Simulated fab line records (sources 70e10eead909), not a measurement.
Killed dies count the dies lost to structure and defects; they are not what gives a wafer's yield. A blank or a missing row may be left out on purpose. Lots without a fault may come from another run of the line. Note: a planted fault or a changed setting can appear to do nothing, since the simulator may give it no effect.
fab line records	flow nand-harc
[record] lots = 24	wafers = 72	last-day = 34
route steps=1302 shown A_CHANNEL_HOLE_D2@590 A_CHANNEL_FILL_D2@627 A_STAIRCASE@639
lots untouched by any fault: they come from a run of this same line in which no faults occurred
start-h: hours from the record's opening day to when the first of the lot's shown wafers began	wait-h: hours from the lot's prior step to this one	" unchanged from the row above	L1.1+2: a row that stands for several wafers	- either no value or no given start	* or withheld: withheld	< > ~ a bound
route shown NAME@n: NAME is a module with steps in the file, n the number in the route of the first one	usual: mean/standard deviation taken from wafers without a fault	same: alike in all rows	chamber/n: place in a boat	sites: readings site by site	_std_site: the values' standard deviation	_edge_site: mean of outer sites minus mean of inner sites	radius-mm: how far each site lies from the wafer's centre	mask NAME#n: copy n	behind: the tool/chamber that last shaped the wafer	hold: why the lot went on hold/how many hours it stayed there/how the hold came to an end	device: the transistor (n, p or np) that didn't switch	end of line: the route-end tests of the same wafers	a step given without rows: its recipe and nothing more	killed: the dies lost at the first sort to structure and to defects; this is not the yield of the wafer	map: a wafer's dies, x killed, . not, _ none there
set.NAME: the setting as run; set.NAME@STEP: as run at that earlier step	model.NAME: the simulator's own value behind a step, which no gauge read
the route's steps for a sample of lots (tables are steps, rows are wafers)
services: a tool's chamber out of use, with start hour (start-h, from the record's first day; less than 0 if before it), hours out, and reason
[[steps]]
[step NHARC_A_CHANNEL_HOLE_D2_CD_MEAS_18]
[usual] cd-nm = 99.3/1.6
lot.wafer	tool	chamber	start-h	wait-h	cd-nm
L075.2	cd-sem-02	-	297.82	-	100.6
L075.4	"	-	"	"	100.3
L075.6	"	-	"	"	100.5
L074.2	cd-sem-02	-	298.13	-	100.2
L074.4	"	-	"	"	103.1
L074.6	"	-	"	"	100.5
L077.1	cd-sem-01	-	319.05	-	100.7
L077.2	"	-	"	"	99.4
L077.4	"	-	"	"	96.7
L076.1	cd-sem-01	-	319.20	-	99.4
L076.3	"	-	"	"	103.2
L076.4	"	-	"	"	100.0
L079.1	cd-sem-03	-	338.71	-	99.3
L079.2	"	-	"	"	99.2
L079.6	"	-	"	"	99.0
L078.1	cd-sem-03	-	339.43	-	101.6
L078.4	"	-	"	"	100.9
L078.6	"	-	"	"	100.0
L080.1	cd-sem-02	-	363.94	-	97.5
L080.4	"	-	"	"	97.6
L080.6	"	-	"	"	97.2
L081.2	cd-sem-02	-	370.47	-	100.1
L081.4	"	-	"	"	99.0
L081.6	"	-	"	"	99.9
L082.1	cd-sem-03	-	390.08	-	101.3
L082.4	"	-	"	"	98.0
L082.5	"	-	"	"	100.0
L084.1	cd-sem-02	-	396.20	-	102.0
L084.2	"	-	"	"	101.7
L084.6	"	-	"	"	100.2
L083.1	cd-sem-03	-	402.88	-	99.4
L083.2	"	-	"	"	98.7
L083.5	"	-	"	"	98.3
L085.1	cd-sem-01	-	406.46	-	98.6
L085.2	"	-	"	"	99.3
L085.5	"	-	"	"	97.0
L087.1	cd-sem-01	-	413.11	-	97.9
L087.2	"	-	"	"	98.2
L087.6	"	-	"	"	100.3
L086.1	cd-sem-01	-	413.57	-	97.5
L086.4	"	-	"	"	98.8
L086.5	"	-	"	"	99.1
L088.2	cd-sem-03	-	430.13	-	97.8
L088.4	"	-	"	"	99.2
L088.6	"	-	"	"	99.0
L089.1	cd-sem-01	-	446.26	-	99.6
L089.3	"	-	"	"	99.4
L089.6	"	-	"	"	99.6
L090.1	cd-sem-01	-	458.86	-	99.5
L090.3	"	-	"	"	98.7
L090.6	"	-	"	"	100.8
L091.1	cd-sem-02	-	460.64	-	99.1
L091.4	"	-	"	"	100.9
L091.6	"	-	"	"	99.3
L093.1	cd-sem-03	-	488.06	-	97.1
L093.3	"	-	"	"	101.0
L093.4	"	-	"	"	97.7
L094.3	cd-sem-03	-	488.96	-	99.1
L094.5	"	-	"	"	97.5
L094.6	"	-	"	"	98.2
L092.3	cd-sem-02	-	489.85	-	98.3
L092.4	"	-	"	"	100.2
L092.6	"	-	"	"	100.4
L096.2	cd-sem-02	-	517.52	-	102.2
L096.4	"	-	"	"	101.8
L096.6	"	-	"	"	101.1
L095.1	cd-sem-01	-	518.54	-	98.6
L095.2	"	-	"	"	98.3
L095.3	"	-	"	"	98.6
L097.4	cd-sem-02	-	529.94	-	101.3
L097.5	"	-	"	"	100.1
L097.6	"	-	"	"	100.3
[step NHARC_A_CHANNEL_FILL_D2_ALD_25]
[recipe] target-thk-a = 600	pulse-time-s = 10	ald-cycles = 600	temp-c = 300	material = SiOx
[usual] heater-power-w = 474/53	precursor-pulse-height-rel = 1.001/0.021
[same] ald-cycles = 600
lot.wafer	tool	chamber	start-h	wait-h	heater-power-w	precursor-pulse-height-rel
L075.4	ald-hk-04	1	342.83	0.1	478	1.025
L075.2	"	0	344.65	1.9	649	1.003
L075.6	"	2	345.86	3.1	408	1.031
L074.2	ald-hk-03	0	345.95	3.2	465	0.970
L074.4	"	1	"	"	434	0.981
L074.6	"	0	348.43	5.7	478	0.974
L076.4	ald-hk-03	2	363.78	0.0	519	1.016
L076.3	"	3	"	"	483	0.990
L076.1	"	0	"	"	464	1.003
L077.4	ald-hk-02	1	364.39	0.7	471	1.029
L077.1	"	2	"	"	415	0.998
L077.2	"	3	"	"	474	1.022
L078.1	ald-hk-03	2	382.89	0.1	544	1.030
L078.4	"	1	384.75	1.9	435	0.981
L078.6	"	3	385.99	3.1	478	1.007
L079.2	ald-hk-02	1	383.51	0.7	464	1.023
L079.1	"	2	"	"	412	1.000
L079.6	"	1	386.01	3.2	465	1.015
L080.1	ald-hk-03	1	407.13	0.1	471	0.970
L080.4	"	2	"	"	536	1.000
L080.6	"	1	409.57	2.5	472	0.999
L081.4	ald-hk-03	1	416.89	0.9	472	0.980
L081.2	"	0	418.75	2.7	436	1.012
L081.6	"	2	419.99	4.0	542	0.957
L084.2	ald-hk-04	1	449.32	0.1	474	1.013
L084.1	"	2	"	"	415	1.021
L084.6	"	1	451.79	2.5	465	1.026
L082.1	ald-hk-02	2	449.93	0.7	425	0.995
L082.4	"	3	"	"	472	0.985
L082.5	"	1	451.78	2.5	451	1.003
L083.1	ald-hk-03	1	453.71	0.7	467	0.989
L083.2	"	2	"	"	528	0.965
L083.5	"	0	455.55	2.5	434	1.011
L085.2	ald-hk-04	3	459.77	0.7	477	0.981
L085.1	"	0	"	"	594	0.988
L085.5	"	2	461.61	2.5	417	0.991
L087.1	ald-hk-02	3	460.38	1.3	470	0.993
L087.2	"	0	"	"	368	1.005
L087.6	"	2	462.23	3.1	433	1.024
L086.4	ald-hk-02	0	464.91	0.0	377	0.978
L086.1	"	2	466.14	1.3	432	1.010
L086.5	"	1	467.98	3.1	448	1.028
L088.2	ald-hk-03	2	473.68	0.7	549	0.986
L088.4	"	0	474.92	1.9	448	1.006
L088.6	"	1	"	"	480	0.992
L089.1	ald-hk-03	2	489.09	0.7	540	1.041
L089.3	"	0	490.32	1.9	444	1.025
L089.6	"	2	491.56	3.1	531	0.983
L091.1	ald-hk-04	3	501.10	0.1	488	0.981
L091.4	"	0	"	"	609	1.007
L091.6	"	0	504.19	3.1	602	1.021
L090.1	ald-hk-03	0	501.71	0.7	452	1.032
L090.3	"	2	502.93	1.9	534	1.009
L090.6	"	3	"	"	502	1.005
L093.3	ald-hk-02	2	532.53	0.0	429	1.003
L093.1	"	3	"	"	474	1.026
L093.4	"	0	"	"	383	0.968
L092.3	ald-hk-04	1	532.70	0.2	479	1.032
L092.4	"	3	533.94	1.5	474	1.049
L092.6	"	1	535.17	2.7	480	0.956
L094.3	ald-hk-03	2	534.39	1.9	528	0.982
L094.5	"	3	"	"	533	0.987
L094.6	"	0	"	"	447	1.011
L096.2	ald-hk-04	2	560.51	0.7	426	1.009
L096.4	"	0	561.76	1.9	618	0.992
L096.6	"	2	563.01	3.2	424	1.008
L095.1	ald-hk-03	3	566.94	0.7	502	0.988
L095.3	"	0	"	"	432	0.993
L095.2	"	1	"	"	476	1.011
L097.4	ald-hk-04	2	573.60	1.5	424	0.995
L097.5	"	1	575.47	3.4	466	1.000
L097.6	"	2	"	"	426	1.022
[step NHARC_A_CHANNEL_FILL_D2_ETCHBACK_08]
[recipe] target-depth-a = 2200	time-s = 110	c4f8-flow-sccm = 20	ar-flow-sccm = withheld	rf-w = 600	bias-w = 300	chemistry = C4F8
[usual] oes-product-au = 0.97/0.032	rf-vpp-V = 440.4/2.7
lot.wafer	tool	chamber	start-h	wait-h	oes-product-au	rf-hours-counter-h	rf-vpp-V
L075.4	rie-diel-05	2	-	-	0.93	2.1	443.1
L075.2	"	0	"	"	0.93	3.0	437.9
L075.6	"	1	"	"	0.93	-	438.3
L074.4	rie-diel-05	2	-	-	1.00	2.2	442.6
L074.2	"	3	"	"	0.99	2.8	439.9
L074.6	"	3	"	"	1.00	-	439.9
L076.3	rie-diel-07	2	-	-	1.00	1.7	439.2
L076.1	"	3	"	"	1.00	1.5	442.7
L076.4	"	0	"	"	1.00	1.7	446.0
L077.1	rie-diel-05	1	-	-	0.97	3.3	439.8
L077.2	"	3	"	"	0.98	3.0	440.2
L077.4	"	0	"	"	0.97	3.3	436.8
L078.4	rie-diel-05	1	-	-	0.93	3.9	439.2
L078.1	"	3	"	"	0.92	3.5	439.1
L078.6	"	1	"	"	0.93	-	439.2
L079.1	rie-diel-07	2	-	-	1.00	2.4	439.2
L079.2	"	3	"	"	1.00	2.2	443.9
L079.6	"	0	"	"	1.00	-	445.9
L080.1	rie-diel-07	2	-	-	0.99	3.3	438.3
L080.6	"	3	"	"	0.98	-	443.4
L080.4	"	1	"	"	0.99	-	438.8
L081.4	rie-diel-01	0	-	-	0.99	2.2	441.4
L081.2	"	1	"	"	1.00	0.6	441.6
L081.6	"	2	"	"	0.99	-	438.3
L082.1	rie-diel-05	0	-	-	0.98	0.8	437.1
L082.4	"	0	"	"	0.99	-	438.2
L082.5	"	2	"	"	0.98	-	445.8
L084.1	rie-diel-07	2	-	-	0.93	3.9	440.9
L084.2	"	3	"	"	0.93	3.7	443.4
L084.6	"	3	"	"	0.93	-	444.3
L083.1	rie-diel-05	0	-	-	0.99	0.9	437.3
L083.2	"	1	"	"	0.99	0.8	437.6
L083.5	"	1	"	"	0.98	-	437.3
L087.1	rie-diel-07	2	-	-	0.98	4.0	440.1
L087.2	"	1	"	"	0.96	4.2	439.1
L087.6	"	3	"	"	0.97	-	444.0
L085.2	rie-diel-01	1	-	-	0.96	7.3	440.5
L085.1	"	3	"	"	0.95	12.0	439.7
L085.5	"	0	"	"	0.96	-	440.7
L086.4	rie-diel-07	0	-	-	0.99	3.6	444.4
L086.1	"	1	"	"	0.98	4.3	440.0
L086.5	"	0	"	"	1.01	-	444.6
L088.2	rie-diel-05	1	-	-	0.99	1.5	437.5
L088.4	"	0	"	"	0.99	-	437.4
L088.6	"	2	"	"	1.00	-	443.3
L089.1	rie-diel-05	1	-	-	0.92	1.9	438.1
L089.3	"	3	"	"	0.93	1.7	438.8
L089.6	"	0	"	"	0.92	-	436.8
L090.1	rie-diel-05	2	-	-	0.99	2.3	444.1
L090.3	"	0	"	"	0.99	2.7	437.4
L090.6	"	1	"	"	1.00	-	438.4
L091.4	rie-diel-07	1	-	-	0.93	0.7	439.7
L091.1	"	0	"	"	0.93	0.7	445.3
L091.6	"	2	"	"	0.92	-	440.0
L093.3	rie-diel-05	3	-	-	0.93	3.2	438.7
L093.1	"	0	"	"	0.93	3.5	436.6
L093.4	"	1	"	"	0.92	3.1	438.3
L094.3	rie-diel-07	3	-	-	0.92	1.0	442.4
L094.6	"	2	"	"	0.93	-	439.5
L094.5	"	3	"	"	0.92	-	442.7
L092.4	rie-diel-07	0	-	-	0.95	1.1	445.8
L092.3	"	2	"	"	0.95	1.2	439.1
L092.6	"	1	"	"	0.95	-	438.7
L096.4	rie-diel-05	0	-	-	0.92	4.6	436.3
L096.2	"	1	"	"	0.92	4.1	437.6
L096.6	"	0	"	"	0.93	-	436.6
L095.2	rie-diel-05	2	-	-	1.00	4.3	442.3
L095.1	"	3	"	"	1.00	4.5	439.4
L095.3	"	1	"	"	0.99	4.3	437.1
L097.4	rie-diel-01	0	-	-	0.99	1.2	440.1
L097.6	"	3	"	"	1.00	-	438.2
L097.5	"	0	"	"	0.99	-	440.0
[step NHARC_A_STAIRCASE_DEP_156]
[recipe] target-thk-a = 500	temp-c = 400	target-thk-nm = 50	flow-sccm = 200	rf-w = 450	material = SiNx
[usual] heater-power-w = 715/79
lot.wafer	tool	chamber	start-h	wait-h	heater-power-w
L075.2	pecvd-02	0	354.96	0.1	777
L075.6	"	0	"	"	791
L075.4	"	2	"	"	651
L074.2	pecvd-02	2	357.52	0.1	670
L074.6	"	1	"	"	794
L074.4	"	2	"	"	695
L076.1	pecvd-04	1	376.18	0.2	689
L076.3	"	0	"	"	659
L076.4	"	2	"	"	757
L077.1	pecvd-02	2	376.21	0.4	578
L077.2	"	0	"	"	638
L077.4	"	0	"	"	644
L079.1	pecvd-04	1	395.76	0.1	603
L079.2	"	2	"	"	687
L079.6	"	2	"	"	692
L078.1	pecvd-02	0	395.78	0.1	779
L078.4	"	0	"	"	737
L078.6	"	0	"	"	757
L080.1	pecvd-03	2	419.28	0.3	744
L080.4	"	1	"	"	757
L080.6	"	2	"	"	764
L081.2	pecvd-02	0	428.89	0.1	726
L081.4	"	2	"	"	552
L081.6	"	0	"	"	723
L082.1	pecvd-03	2	461.34	0.1	755
L082.4	"	2	"	"	727
L082.5	"	2	"	"	769
L084.1	pecvd-02	2	461.40	0.1	634
L084.2	"	0	"	"	679
L084.6	"	0	"	"	662
L083.2	pecvd-04	0	465.23	0.1	698
L083.1	"	1	"	"	543
L083.5	"	1	"	"	577
L085.1	pecvd-04	2	471.13	0.1	794
L085.2	"	0	"	"	716
L085.5	"	1	"	"	671
L087.2	pecvd-04	2	471.30	0.2	817
L087.1	"	0	"	"	730
L087.6	"	2	"	"	798
L086.1	pecvd-04	1	477.00	0.1	653
L086.4	"	2	"	"	833
L086.5	"	1	"	"	654
L088.2	pecvd-03	2	485.18	0.1	745
L088.4	"	1	"	"	728
L088.6	"	2	"	"	750
L089.1	pecvd-03	1	501.27	0.1	629
L089.3	"	1	"	"	636
L089.6	"	1	"	"	628
L091.1	pecvd-04	0	513.24	0.1	760
L091.6	"	1	"	"	562
L091.4	"	2	"	"	764
L090.3	pecvd-02	1	513.41	0.1	747
L090.1	"	0	"	"	739
L090.6	"	0	"	"	725
L093.1	pecvd-03	1	544.56	0.1	725
L093.3	"	2	"	"	749
L093.4	"	2	"	"	725
L094.3	pecvd-03	1	544.76	0.1	667
L094.5	"	0	"	"	877
L094.6	"	2	"	"	776
L092.3	pecvd-04	0	544.87	0.1	752
L092.4	"	2	"	"	703
L092.6	"	0	"	"	764
L096.2	pecvd-04	1	572.11	0.1	635
L096.6	"	0	"	"	758
L096.4	"	1	"	"	625
L095.3	pecvd-03	1	578.38	0.1	765
L095.2	"	2	"	"	670
L095.1	"	0	"	"	796
L097.6	pecvd-03	0	584.32	0.2	900
L097.5	"	1	"	"	766
L097.4	"	2	"	"	773
[step NHARC_A_STAIRCASE_ETCH_19]
[recipe] target-depth-a = 1000	time-s = 40.5	ion-energy-ev = 400	c4f8-flow-sccm = 20	o2-flow-sccm = 10	ar-flow-sccm = withheld	rf-w = 600	bias-w = 1000	chemistry = C4F8/O2
[usual] oes-product-au = 0.939/0.0091	rf-vpp-V = 894/4.7
lot.wafer	tool	chamber	start-h	wait-h	oes-product-au	rf-hours-counter-h	rf-vpp-V
L075.4	rie-diel-08	2	-	-	0.933	43	887
L075.2	"	0	"	"	0.957	52	893
L075.6	"	2	"	"	0.938	-	887
L074.2	rie-diel-12	1	-	-	0.952	24	900
L074.4	"	3	"	"	0.941	22	895
L074.6	"	1	"	"	0.953	-	899
L076.4	rie-diel-03	2	-	-	0.958	28	894
L076.1	"	3	"	"	0.930	28	893
L076.3	"	1	"	"	0.934	26	905
L077.1	rie-diel-12	1	-	-	0.931	30	900
L077.2	"	0	"	"	0.937	35	896
L077.4	"	0	"	"	0.930	-	894
L079.1	rie-diel-08	3	-	-	0.939	11	888
L079.2	"	0	"	"	0.934	12	891
L079.6	"	1	"	"	0.936	-	887
L078.1	rie-diel-08	3	-	-	0.930	11	889
L078.4	"	0	"	"	0.929	12	891
L078.6	"	0	"	"	0.933	-	892
L080.1	rie-diel-03	1	-	-	0.939	41	906
L080.4	"	2	"	"	0.954	44	892
L080.6	"	3	"	"	0.945	-	894
L081.2	rie-diel-12	3	-	-	0.952	36	894
L081.4	"	1	"	"	0.927	51	899
L081.6	"	0	"	"	0.933	-	893
L082.1	rie-diel-12	1	-	-	0.944	2	898
L082.4	"	3	"	"	0.923	0	895
L082.5	"	0	"	"	0.936	-	895
L084.1	rie-diel-08	0	466.18	-	0.956	27	892
L084.2	"	2	"	"	0.945	28	887
L084.6	"	0	"	"	0.957	-	891
L083.1	rie-diel-08	1	-	-	0.930	30	886
L083.2	"	3	"	"	0.933	26	888
L083.5	"	2	"	"	0.929	-	886
L085.1	rie-diel-03	1	-	-	0.943	3	905
L085.2	"	0	"	"	0.946	4	900
L085.5	"	1	"	"	0.956	-	905
L087.2	rie-diel-03	3	-	-	0.944	5	892
L087.1	"	0	"	"	0.944	4	898
L087.6	"	3	"	"	0.941	-	894
L086.4	rie-diel-12	2	-	-	0.930	9	892
L086.1	"	3	"	"	0.946	6	893
L086.5	"	1	"	"	0.930	-	899
L088.4	rie-diel-12	1	-	-	0.935	12	899
L088.2	"	2	"	"	0.934	11	893
L088.6	"	0	"	"	0.950	-	894
L089.3	rie-diel-12	0	-	-	0.949	18	893
L089.1	"	1	"	"	0.950	18	900
L089.6	"	0	"	"	0.950	-	895
L091.4	rie-diel-12	3	-	-	0.943	19	892
L091.1	"	2	"	"	0.945	21	893
L091.6	"	0	"	"	0.936	-	894
L090.3	rie-diel-08	0	-	-	0.930	47	892
L090.1	"	1	"	"	0.942	53	888
L090.6	"	1	"	"	0.949	-	885
L093.3	rie-diel-03	2	-	-	0.926	19	893
L093.4	"	0	"	"	0.930	21	899
L093.1	"	1	"	"	0.931	18	904
L094.3	rie-diel-03	0	-	-	0.942	21	900
L094.5	"	3	"	"	0.923	-	891
L094.6	"	0	"	"	0.949	-	899
L092.3	rie-diel-08	1	-	-	0.942	62	887
L092.4	"	2	"	"	0.939	54	887
L092.6	"	0	"	"	0.940	-	892
L096.4	rie-diel-03	1	-	-	0.948	30	903
L096.2	"	2	"	"	0.951	29	894
L096.6	"	0	"	"	0.943	-	898
L095.3	rie-diel-12	2	-	-	0.927	43	893
L095.1	"	0	"	"	0.937	45	894
L095.2	"	1	"	"	0.948	45	899
L097.4	rie-diel-12	1	-	-	0.934	-	899
L097.5	"	2	"	"	0.945	-	892
L097.6	"	0	"	"	0.941	-	892
[step NHARC_A_STAIRCASE_DESCUM_186]
[recipe] time-s = 3	o2-flow-sccm = 200	ar-flow-sccm = 0	bias-power-w = 0	chemistry = O2
[usual] drypump-motor-current-A = 5.5/0.32	oes-product-au = 0.998/0.0068	rf-vpp-V = 57.7/0.93	showerhead-plenum-p-Torr = 1.89/0.082	throttle-valve-pct = 11.312/0.0096
lot.wafer	tool	chamber	start-h	wait-h	drypump-motor-current-A	oes-product-au	rf-hours-counter-h	rf-vpp-V	showerhead-plenum-p-Torr	throttle-valve-pct
L075.4	rie-diel-12	3	361.57	-	5.5	0.996	22	56.3	1.87	11.296
L075.2	"	2	"	"	5.2	1.008	24	58.0	1.87	11.308
L075.6	"	3	"	"	5.5	0.993	-	57.6	1.87	11.301
L074.2	rie-diel-12	2	364.41	-	5.2	1.002	25	57.2	1.87	11.310
L074.4	"	2	"	"	5.2	1.005	-	58.5	1.87	11.314
L074.6	"	3	"	"	5.5	0.999	-	57.7	1.87	11.311
L076.1	rie-diel-03	2	383.79	-	5.6	1.002	29	56.2	1.88	11.301
L076.4	"	3	"	"	5.5	0.995	29	57.5	1.86	11.314
L076.3	"	0	"	"	4.9	1.008	27	58.7	1.97	11.304
L077.4	rie-diel-03	2	384.18	-	5.5	0.996	30	57.1	1.88	11.315
L077.1	"	0	"	"	5.0	1.006	27	59.2	1.97	11.318
L077.2	"	1	"	"	5.3	1.007	27	59.5	2.07	11.309
L079.2	rie-diel-03	0	403.83	-	5.0	1.004	35	56.8	1.97	11.316
L079.1	"	1	"	"	5.3	0.982	35	57.5	2.06	11.324
L079.6	"	2	"	"	5.6	1.008	-	57.6	1.88	11.302
L078.1	rie-diel-08	3	404.05	-	5.4	0.992	12	57.8	1.80	11.316
L078.4	"	0	"	"	5.6	1.003	13	58.8	1.85	11.322
L078.6	"	2	"	"	6.1	0.996	-	57.1	1.78	11.310
L080.1	rie-diel-08	0	425.72	-	5.6	0.989	18	57.5	1.85	11.295
L080.4	"	1	"	"	6.2	1.009	14	58.2	1.78	11.310
L080.6	"	3	"	"	5.4	0.999	-	56.3	1.80	11.304
L081.4	rie-diel-08	3	435.26	-	5.4	1.005	19	57.2	1.80	11.316
L081.2	"	0	"	"	5.6	0.993	20	58.1	1.85	11.318
L081.6	"	3	"	"	5.4	1.003	-	57.9	1.80	11.295
L082.1	rie-diel-03	0	468.01	-	5.0	0.994	0	58.6	1.96	11.343
L082.4	"	1	"	"	5.3	0.992	0	57.8	2.06	11.301
L082.5	"	3	"	"	5.5	0.984	-	59.1	1.86	11.303
L084.2	rie-diel-12	2	468.81	-	5.2	0.993	3	58.1	1.87	11.327
L084.1	"	3	"	"	5.5	0.997	1	58.7	1.86	11.309
L084.6	"	2	"	"	5.2	0.994	-	57.7	1.87	11.308
L083.2	rie-diel-08	1	471.72	-	6.2	0.999	30	57.2	1.77	11.313
L083.1	"	2	"	"	6.1	0.999	29	56.0	1.77	11.300
L083.5	"	1	"	"	6.2	1.003	-	56.6	1.77	11.304
L085.2	rie-diel-08	1	478.73	-	6.3	0.997	35	56.1	1.77	11.310
L085.1	"	2	"	"	6.1	0.994	34	56.8	1.77	11.321
L085.5	"	2	"	"	6.1	0.995	-	57.3	1.77	11.317
L087.2	rie-diel-12	2	479.06	-	5.2	0.987	8	58.5	1.86	11.321
L087.1	"	3	"	"	5.5	0.993	6	58.6	1.86	11.307
L087.6	"	0	"	"	5.5	1.005	-	57.0	1.89	11.298
L086.1	rie-diel-03	0	483.72	-	4.9	1.014	7	58.3	1.96	11.305
L086.4	"	2	"	"	5.6	1.014	6	56.7	1.87	11.323
L086.5	"	3	"	"	5.5	1.004	-	57.4	1.85	11.310
L088.2	rie-diel-12	0	491.70	-	5.5	0.990	11	57.5	1.89	11.310
L088.4	"	1	"	"	5.7	0.996	13	56.7	1.96	11.326
L088.6	"	1	"	"	5.7	0.991	-	58.0	1.96	11.303
L089.1	rie-diel-12	3	508.41	-	5.5	0.996	17	57.4	1.86	11.306
L089.3	"	2	"	"	5.2	0.993	19	56.0	1.86	11.309
L089.6	"	3	"	"	5.5	0.994	-	58.3	1.86	11.328
L091.1	rie-diel-03	3	519.85	-	5.5	0.996	15	57.9	1.85	11.315
L091.4	"	0	"	"	5.0	1.001	15	57.9	1.96	11.317
L091.6	"	2	"	"	5.5	1.001	-	56.7	1.87	11.312
L090.1	rie-diel-12	3	520.23	-	5.5	0.983	20	59.5	1.86	11.309
L090.3	"	2	"	"	5.2	0.984	21	57.7	1.86	11.308
L090.6	"	3	"	"	5.5	0.989	-	57.8	1.86	11.304
L093.1	rie-diel-03	3	554.00	-	5.5	0.986	24	57.5	1.85	11.317
L093.3	"	1	"	"	5.3	0.997	22	61.0	2.05	11.300
L093.4	"	2	"	"	5.5	0.998	22	59.5	1.87	11.291
L094.3	rie-diel-03	3	554.05	-	5.5	0.996	24	57.1	1.85	11.310
L094.5	"	2	"	"	5.5	1.008	-	58.1	1.87	11.295
L094.6	"	3	"	"	5.5	0.999	-	57.0	1.85	11.321
L092.4	rie-diel-03	2	554.18	-	5.5	0.999	22	58.1	1.87	11.299
L092.3	"	3	"	"	5.5	0.984	24	57.1	1.85	11.306
L092.6	"	3	"	"	5.5	0.990	-	57.2	1.85	11.307
L096.2	rie-diel-03	2	578.58	-	5.5	0.993	30	57.3	1.86	11.331
L096.4	"	3	"	"	5.5	0.994	35	58.2	1.84	11.310
L096.6	"	2	"	"	5.5	1.009	-	58.9	1.86	11.311
L095.2	rie-diel-08	2	585.43	-	6.1	0.993	4	57.4	2.07	11.320
L095.1	"	3	"	"	5.5	0.998	10	57.1	1.78	11.325
L095.3	"	0	"	"	5.6	0.996	10	56.4	1.83	11.314
L097.4	rie-diel-03	2	591.35	-	5.6	0.995	34	56.2	1.86	11.302
L097.5	"	2	"	"	5.6	1.003	-	57.9	1.86	11.306
L097.6	"	3	"	"	5.6	1.001	-	58.2	1.84	11.306
[[services]]
tool	chamber	start-h	hours	kind
rie-diel-05	1	332.85	4.1	repair
rie-diel-12	3	344.41	4.1	repair
rie-diel-12	1	363.83	7.2	repair
rie-diel-12	2	368.15	21.2	repair
rie-diel-08	-	372.77	9.0	pm
rie-diel-12	3	379.35	36.3	repair
rie-diel-03	3	392.85	3.4	repair
rie-diel-05	-	406.61	9.0	pm
rie-diel-05	-	421.04	2.2	repair
rie-diel-03	1	431.56	12.7	repair
rie-diel-05	3	433.55	1.8	repair
rie-diel-12	-	447.14	9.0	pm
rie-diel-05	3	454.32	13.3	repair
rie-diel-03	-	458.81	9.0	pm
rie-diel-05	3	477.37	7.7	repair
rie-diel-05	2	483.52	7.3	repair
rie-diel-05	1	488.81	3.4	repair
rie-diel-05	1	494.35	3.9	repair
rie-diel-03	-	497.64	0.5	repair
rie-diel-08	2	499.32	11.7	repair
rie-diel-05	-	501.81	0.3	repair
rie-diel-05	0	509.42	4.1	repair
rie-diel-03	-	541.18	0.5	repair
rie-diel-12	3	581.95	8.1	repair
[[key]]
fault none
